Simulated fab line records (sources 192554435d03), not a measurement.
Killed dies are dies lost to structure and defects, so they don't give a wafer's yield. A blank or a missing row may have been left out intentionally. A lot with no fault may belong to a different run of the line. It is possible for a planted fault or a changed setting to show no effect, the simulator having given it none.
Which tool is to blame?    flow n5-finfet    10 lots with 29 wafers sampled at 5 steps, on a route of 1938 steps

== WHAT EACH GAUGE READ, for each wafer ==
N5_HKMG_FIN_OVL_MEAS_13.
lot   measured     on          NWFM_OVL (nm)
L845  day 4 15:26  overlay-02  -0.4 0.1 -1.0
L847  day 4 23:59  overlay-02  -0.7 -0.2 -0.9
L848  day 5 08:41  overlay-01  -0.7 -0.4 0.3
L850  day 5 21:32  overlay-02  0.4 0.4 -0.3
L853  day 6 15:43  overlay-02  -1.1 -1.9 -0.5
L860  day 8 10:44  overlay-01  0.4 0.3 -0.3
L861  day 8 13:28  overlay-01  0.5 0.6 0.6
L862  day 8 20:08  overlay-01  -0.6 -0.7
L863  day 9 03:13  overlay-01  -0.5 -0.4 -0.3
L864  day 9 08:21  overlay-02  -1.0 0.5 -0.6

N5_BEOL_M4_RC_MEAS_101.
lot   measured      on         DIBL_N (mV/V)   DIBL_P (mV/V)   IOFF_N (nA/um)     IOFF_P (nA/um)  ION_N (uA/um)  ION_P (uA/um)  SS_N (mV/dec)   SS_P (mV/dec)   VT_N (mV)          VT_P (mV)
L845  day 8 14:34   prober-02  36.8 37.5 38.1  36.5 36.5 37.9  0.161 0.173 0.186  0.26 0.25 0.29  684 680 689    479 475 482    71.6 72.0 71.9  73.5 73.7 73.7  249.2 247.9 245.9  -243 -248 -244
L847  day 8 20:10   prober-01  37.6 37.0 36.0  36.9 35.2 35.0  0.182 0.159 0.147  0.29 0.25 0.25  679 663 675    470 466 472    71.9 72.1 71.5  72.8 73.0 72.7  247.3 249.2 251.0  -242 -245 -243
L848  day 9 18:32   prober-02  37.1 38.0 38.9  37.7 39.2 40.3  0.158 0.177 0.197  0.21 0.23 0.26  673 682 686    458 465 460    71.7 71.6 72.0  73.4 73.7 74.4  250.3 247.7 247.2  -253 -250 -249
L850  day 9 18:59   prober-01  36.0 37.8 37.8  35.8 37.9 37.7  0.153 0.184 0.179  0.19 0.22 0.21  673 667 684    455 450 457    72.0 72.8 72.0  73.9 73.8 73.6  249.3 247.4 245.8  -253 -251 -253
L853  day 10 17:21  prober-02  36.8 34.4 36.3  36.6 33.9 36.0  0.161 0.132 0.153  0.23 0.19 0.23  678 672 672    466 465 460    71.1 70.5 71.6  73.2 72.3 73.4  252.8 252.3 251.1  -248 -247 -249
L860  day 12 12:41  prober-02  36.8 36.8 37.8  38.5 38.7 40.1  0.177 0.182 0.198  0.21 0.24 0.25  687 684 688    462 470 467    71.9 71.7 72.4  73.5 73.6 73.6  247.2 248.8 244.6  -251 -248 -246
L861  day 12 16:38  prober-01  37.0 38.6 38.9  38.6 40.0 39.9  0.161 0.175 0.189  0.21 0.22 0.23  674 676 677    466 457 459    71.4 72.2 72.4  73.5 73.9 74.1  249.1 251.9 250.2  -250 -253 -251
L862  day 12 13:56  prober-01  33.6 35.3       35.0 36.8       0.123 0.149        0.19 0.21       658 679        461 464        70.9 71.4       72.6 73.4       255.1 252.5        -251 -252
L863  day 12 18:17  prober-02  37.8 35.1 34.4  39.6 36.1 35.9  0.191 0.142 0.128  0.22 0.17 0.17  679 671 656    457 448 454    71.9 71.0 70.8  74.2 73.7 73.8  247.5 251.1 255.7  -252 -258 -254
L864  day 13 19:39  prober-01  32.4 33.6 33.5  32.4 34.1 33.6  0.116 0.125 0.126  0.17 0.18 0.17  662 672 670    457 472 458    70.1 70.4 70.2  72.2 72.7 72.0  252.3 252.2 247.5  -253 -251 -254

== TOOL THAT RAN EACH LOT (tool first, then ch and the chambers of the sampled wafers, then the start) ==
lot   N5_HKMG_FIN_ALD_71                  N5_HKMG_FIN_ALD_21                  N5_HKMG_FIN_W_FILL_22
L845  ald-metal-02 ch 1,2, day 4 17:32    ald-metal-01 ch 1,3, day 4 18:38    cvd-w-02 ch 0,1, day 4 19:03
L847  ald-metal-03 ch 0,1,3, day 5 02:28  ald-metal-01 ch 0,2,3, day 5 03:32  cvd-w-02 ch 0,1, day 5 03:59
L848  ald-metal-02 ch 1,2,3, day 5 10:49  ald-metal-01 ch 1,2,3, day 5 11:55  cvd-w-01 ch 0,1, day 5 12:20
L850  ald-metal-03 ch 0,3, day 6 00:22    ald-metal-01 ch 1,2, day 6 01:44    cvd-w-01 ch 0,1, day 6 02:10
L853  ald-metal-03 ch 0,1, day 6 17:50    ald-metal-02 ch 0,2,3, day 6 18:55  cvd-w-01 ch 0,1, day 6 19:20
L860  ald-metal-03 ch 1,3, day 8 12:56    ald-metal-01 ch 1,2,3, day 8 14:02  cvd-w-02 ch 1, day 8 14:28
L861  ald-metal-03 ch 1,2,3, day 8 15:43  ald-metal-01 ch 0,1,3, day 8 16:52  cvd-w-01 ch 0,1, day 8 17:17
L862  ald-metal-03 ch 0,3, day 8 22:17    ald-metal-02 ch 0,1, day 8 23:22    cvd-w-02 ch 0,1, day 8 23:47
L863  ald-metal-02 ch 0,2,3, day 9 05:20  ald-metal-02 ch 1,2,3, day 9 06:26  cvd-w-02 ch 0,1, day 9 06:51
L864  ald-metal-02 ch 0,2, day 9 10:29    ald-metal-02 ch 0,3, day 9 11:35    cvd-w-01 ch 0,1, day 9 12:00
- N5_HKMG_FIN_ALD_71: deposits TiN, target thk 1 nm, pulse time 1 s, purge time 3 s.
- N5_HKMG_FIN_ALD_21: deposits TiN, target thk 1.5 nm, pulse time 1 s, purge time 3 s.
- N5_HKMG_FIN_W_FILL_22: material W, target thk 60 nm, time 18.2 s.

== AS READ BY THE TOOLS THEMSELVES (means over the sampled wafers that have a number; for cases with no such wafer, the mark the record gives instead) ==
N5_HKMG_FIN_ALD_71.
lot   tool          heater-power-w (W)  precursor-pulse-height-rel
L845  ald-metal-02  846                 1.010
L847  ald-metal-03  895                 1.006
L848  ald-metal-02  886                 1.008
L850  ald-metal-03  824                 0.993
L853  ald-metal-03  975                 1.003
L860  ald-metal-03  980                 0.990
L861  ald-metal-03  902                 0.988
L862  ald-metal-03  848                 0.994
L863  ald-metal-02  865                 1.013
L864  ald-metal-02  841                 0.986

N5_HKMG_FIN_ALD_21.
lot   tool          heater-power-w (W)  precursor-pulse-height-rel
L845  ald-metal-01  1008                0.987
L847  ald-metal-01  922                 1.006
L848  ald-metal-01  961                 0.989
L850  ald-metal-01  971                 1.003
L853  ald-metal-02  876                 0.984
L860  ald-metal-01  978                 0.994
L861  ald-metal-01  959                 0.992
L862  ald-metal-02  892                 1.006
L863  ald-metal-02  883                 1.014
L864  ald-metal-02  904                 1.015

N5_HKMG_FIN_W_FILL_22.
lot   tool      heater-power-w (W)  throttle-valve-pct (%)
L845  cvd-w-02  936                 18.1
L847  cvd-w-02  929                 18.1
L848  cvd-w-01  800                 19.7
L850  cvd-w-01  812                 19.6
L853  cvd-w-01  851                 19.3
L860  cvd-w-02  966                 17.9
L861  cvd-w-01  807                 19.7
L862  cvd-w-02  952                 18.6
L863  cvd-w-02  963                 18.4
L864  cvd-w-01  846                 19.4

== THE ANSWER, worked out from the rows above alone ==
Rule: the usual values come from the lots themselves. Put in order of their means at a reading, lots are off if they are a third of the lots or fewer, leave a main group of 4 or more, and stand apart from it by a gap of 3 or more times the standard deviation of the main group's means; of several such gaps the widest counts. If all means in a main group match to the digits the tables above print for the reading, that group is not used. Also off: a lot with no number at a reading for which 4 or more lots have one. The other lots that the step has rows for count as sound. The gauges are gone through in route order, then the tools' own readings, and for those a lot's mean is taken as printed above. At the first step where some lot is off, the reading lying furthest off is the one used; lots without a number count as furthest.
None of the lots is off at any reading shown; this tells nothing.

== WHAT THE SIMULATOR HAD PUT IN ==
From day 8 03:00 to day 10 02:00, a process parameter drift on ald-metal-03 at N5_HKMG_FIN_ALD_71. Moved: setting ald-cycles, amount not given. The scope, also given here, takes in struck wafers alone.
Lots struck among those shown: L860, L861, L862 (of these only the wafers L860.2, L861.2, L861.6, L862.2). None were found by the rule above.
